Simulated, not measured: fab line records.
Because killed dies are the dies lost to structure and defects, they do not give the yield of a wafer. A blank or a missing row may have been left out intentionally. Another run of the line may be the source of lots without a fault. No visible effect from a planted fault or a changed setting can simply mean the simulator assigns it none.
Matching of chambers + flow n5Finfet + N5_BEOL_M12_ETCH_67 on rieDiel-02: 4 sister chambers
The step etches SiARC in CF4, target depth 143 nm, time 238.3 s. 14 wafers are shown with their chamber, then 7 later ones without.

== EACH WAFER AND ITS CHAMBER ==
| wafer  | chamber | showerheadPlenumPTorr (Torr) | throttleValvePct (%) | etchRfOnTimeS (s) |
|--------|---------|------------------------------|----------------------|-------------------|
| L077.2 | 2       | 2.22                         | 15.36                | 245               |
| L077.3 | 0       | 2.13                         | 15.55                | 230               |
| L077.5 | 3       | 2.11                         | 15.88                | 240               |
| L080.2 | 0       | 2.13                         | 15.56                | 232               |
| L080.3 | 3       | 2.11                         | 15.89                | 242               |
| L080.5 | 2       | 2.21                         | 15.37                | 245               |
| L082.1 | 2       | 2.21                         | 15.38                | 247               |
| L082.2 | 0       | 2.13                         | 15.57                | 230               |
| L082.3 | 1       | 2.15                         | 15.78                | 240               |
| L084.2 | 0       | 2.13                         | 15.57                | 232               |
| L084.3 | 2       | 2.21                         | 15.40                | 250               |
| L084.4 | 2       | 2.21                         | 15.40                | 247               |
| L086.2 | 0       | 2.12                         | 15.59                | 228               |
| L086.4 | 3       | 2.11                         | 15.41                | 223               |

SIGNATURES, as means of the wafers listed above
| reading               | chamber 0 | chamber 1 | chamber 2 | chamber 3 | scatter within a chamber |
|-----------------------|-----------|-----------|-----------|-----------|--------------------------|
| showerheadPlenumPTorr | 2.1280    | 2.1500    | 2.2120    | 2.1100    | 0.004                    |
| throttleValvePct      | 15.5680   | 15.7800   | 15.3820   | 15.7267   | 0.124                    |
| etchRfOnTimeS         | 230.40    | 240.00    | 246.80    | 235.00    | 4.96                     |
Rule: distance of a wafer from a chamber = root of the sum over the readings of ((wafer's reading minus chamber's mean) / reading's scatter) squared. If the next closest chamber is less than 2 further off than the closest, the wafer can't be placed; otherwise it belongs to the closest. The scatter: take each reading less its chamber's mean, square it, sum over the shown wafers, divide by the number of wafers less the number of chambers, and take the root.

== WAFERS WITHOUT THEIR CHAMBER ==
| wafer  | showerheadPlenumPTorr (Torr) | throttleValvePct (%) | etchRfOnTimeS (s) |
|--------|------------------------------|----------------------|-------------------|
| L086.5 | 2.14                         | 15.79                | 241               |
| L090.3 | 2.11                         | 15.43                | 225               |
| L090.4 | 2.21                         | 15.44                | 246               |
| L090.6 | 2.11                         | 15.41                | 223               |
| L093.1 | 2.14                         | 15.80                | 239               |
| L093.2 | 2.11                         | 15.42                | 223               |
| L093.6 | 2.11                         | 15.44                | 222               |

== WHICH CHAMBER EACH ONE RAN IN ==
| wafer  | from the rows above     | in truth |
|--------|-------------------------|----------|
| L086.5 | can't be placed: 1 or 0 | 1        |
| L090.3 | can't be placed: 3 or 0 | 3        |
| L090.4 | 2                       | 2        |
| L090.6 | can't be placed: 3 or 0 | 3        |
| L093.1 | can't be placed: 1 or 0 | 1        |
| L093.2 | can't be placed: 3 or 0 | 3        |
| L093.6 | can't be placed: 3 or 0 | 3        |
Correct placement for 1 of the 7. These rows do not allow placing 6 (true chamber among the candidates in 6). Number placed wrongly: 0.
